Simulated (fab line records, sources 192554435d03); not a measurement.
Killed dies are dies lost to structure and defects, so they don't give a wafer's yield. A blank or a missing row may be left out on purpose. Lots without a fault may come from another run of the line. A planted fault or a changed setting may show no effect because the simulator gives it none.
Which tool did it? | flow n5_finfet | 22 lots, 66 wafers sampled, at 2 steps of a route of 1938

WHAT THE GAUGES READ, wafer by wafer
N5_MOL_CONTACT_COAG_CD_MEAS_84: target cd 25.1 nm.
lot  | measured     | on        | cd_nm (nm)
L074 | day 4 23:37  | cd_sem-03 | 25.25 25.11 24.87
L075 | day 5 13:34  | cd_sem-01 | 24.91 24.24 24.88
L076 | day 5 15:23  | cd_sem-03 | 25.24 24.52 25.07
L077 | day 5 19:41  | cd_sem-01 | 25.19 25.13 25.44
L078 | day 6 00:48  | cd_sem-03 | 25.56 25.47 25.23
L079 | day 6 03:26  | cd_sem-03 | 25.35 25.15 24.92
L082 | day 7 02:05  | cd_sem-02 | 24.85 24.57 24.98
L083 | day 7 15:02  | cd_sem-03 | 25.28 25.71 25.23
L084 | day 7 15:55  | cd_sem-03 | 25.12 25.21 24.73
L085 | day 7 23:53  | cd_sem-03 | 25.04 25.56 25.44
L086 | day 8 03:13  | cd_sem-03 | 24.68 25.19 24.98
L087 | day 8 06:44  | cd_sem-02 | 25.27 24.75 25.02
L088 | day 8 20:28  | cd_sem-01 | 25.19 25.40 25.16
L089 | day 9 00:19  | cd_sem-03 | 24.71 25.01 25.01
L090 | day 9 09:01  | cd_sem-02 | 24.95 24.88 25.06
L091 | day 9 13:17  | cd_sem-03 | 24.46 24.73 24.77
L092 | day 9 15:53  | cd_sem-02 | 25.57 25.58 25.05
L093 | day 9 18:47  | cd_sem-02 | 25.33 25.03 24.98
L094 | day 10 04:02 | cd_sem-01 | 25.23 24.71 25.18
L095 | day 10 10:26 | cd_sem-02 | 25.51 25.38 24.67
L096 | day 10 13:56 | cd_sem-01 | 25.23 24.81 25.71
L097 | day 10 22:39 | cd_sem-01 | 25.21 25.46 25.11

N5_MOL_CONTACT_COAG_INSPECT_57: inspects for defects (brightfield).
lot  | measured     | on                | raw_defect_count
L074 | day 4 23:43  | defect_inspect-01 | 249 182 230
L075 | day 5 13:38  | defect_inspect-01 | 195 187 117
L076 | day 5 15:29  | defect_inspect-02 | 281 214 231
L077 | day 5 19:47  | defect_inspect-01 | 179 213 207
L078 | day 6 00:53  | defect_inspect-01 | 231 155 331
L079 | day 6 03:34  | defect_inspect-01 | 162 192 147
L082 | day 7 02:11  | defect_inspect-01 | 188 231 220
L083 | day 7 15:07  | defect_inspect-02 | 187 209 190
L084 | day 7 16:01  | defect_inspect-02 | 153 144 166
L085 | day 7 23:59  | defect_inspect-01 | 130 192 174
L086 | day 8 03:17  | defect_inspect-01 | 185 181 314
L087 | day 8 06:50  | defect_inspect-02 | 187 192 194
L088 | day 8 20:32  | defect_inspect-01 | 233 155 191
L089 | day 9 00:25  | defect_inspect-01 | 279 365 272
L090 | day 9 09:05  | defect_inspect-01 | 178 132 173
L091 | day 9 13:22  | defect_inspect-02 | 171 156 186
L092 | day 9 15:59  | defect_inspect-01 | 212 184 175
L093 | day 9 18:52  | defect_inspect-02 | 308 253 163
L094 | day 10 04:08 | defect_inspect-02 | 183 150 184
L095 | day 10 10:31 | defect_inspect-01 | 189 135 229
L096 | day 10 14:02 | defect_inspect-01 | 215 190 207
L097 | day 10 22:44 | defect_inspect-02 | 115 186 167

WHICH TOOL RAN EACH LOT (tool, then ch and the chambers of the sampled wafers, then the start)
The record holds no process step before these readings.

WHAT THE TOOLS THEMSELVES READ (means of the sampled wafers that have a number; where no wafer has one, the mark that the record gives instead)
The record holds no such reading with a usual standard deviation.

THE ANSWER, worked out from the rows above alone
Rule: what is usual is taken from the lots themselves. Put in order of their means at a reading, lots are off if they are a third of the lots or fewer, leave a main group of 4 or more, and stand apart from it by a gap of 3 or more times the standard deviation of the main group's means; of several such gaps the widest counts. A main group whose means are all the same, to the digits that the tables above print for the reading, isn't used. A lot without any number at a reading at which 4 lots or more have one is off too. The other lots that the step has rows for count as sound. The gauges are gone through in route order, then the tools' own readings, and for those a lot's mean is taken as printed above. The first step at which some lot is off is used, and at that step the reading that is off furthest; a lot without a number counts as furthest.
No lot is off at any reading shown: from this, nothing can be told.

WHAT THE SIMULATOR HAD PUT IN
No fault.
